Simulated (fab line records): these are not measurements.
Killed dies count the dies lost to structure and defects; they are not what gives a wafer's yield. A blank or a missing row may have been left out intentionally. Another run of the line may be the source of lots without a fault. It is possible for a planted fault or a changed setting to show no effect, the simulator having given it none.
Chamber matching	flow n5_finfet	rie_diel-06 running N5_BEOL_M1_DESCUM_16: 4 sister chambers
The step chemistry O2, time 7 s. 8 wafers are shown with their chamber, then 9 later ones without.

## EACH WAFER AND ITS CHAMBER
wafer	chamber	showerhead_plenum_p_Torr (Torr)	drypump_motor_current_A (A)
L083.5	3	2.18	5.6
L085.1	2	2.17	5.7
L085.5	2	2.16	5.6
L086.1	0	2.02	5.1
L086.2	3	2.18	5.6
L090.4	1	2.06	6.5
L090.5	1	2.06	6.5
L090.6	0	2.02	5.1

## WAFERS MISSING THEIR CHAMBER
wafer	showerhead_plenum_p_Torr (Torr)	drypump_motor_current_A (A)
L094.1	2.17	5.7
L094.2	2.16	5.6
L094.3	2.01	5.2
L096.1	2.17	5.6
L096.5	2.01	5.2
L096.6	2.06	6.5
L097.1	2.16	5.7
L097.3	2.17	5.6
L097.5	2.16	5.6

## WHICH CHAMBER EACH ONE RAN IN
wafer	from the rows above	in truth
L094.1	2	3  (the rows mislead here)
L094.2	2	2
L094.3	0	0
L096.1	can't be placed: 2 or 3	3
L096.5	0	0
L096.6	1	1
L097.1	2	2
L097.3	can't be placed: 2 or 3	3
L097.5	2	2
Placed correctly: 6 of 9. Unplaceable from these rows: 2, with the true chamber sitting among the candidates in 2. Number placed wrongly: 1.
How it was worked out, from the rows above alone: a wafer's distance from a chamber is the root of the sum, over the readings, of the square of ((its reading less the chamber's mean) divided by the reading's scatter). The wafer belongs to the nearest chamber; if the next one is less than 2 further off, it can't be placed. Each chamber's mean is taken over the wafers shown for it. How the scatter is found: for the shown wafers, subtract from each reading the mean of its chamber, square and add these, divide the total by (wafers less chambers), then take the root.
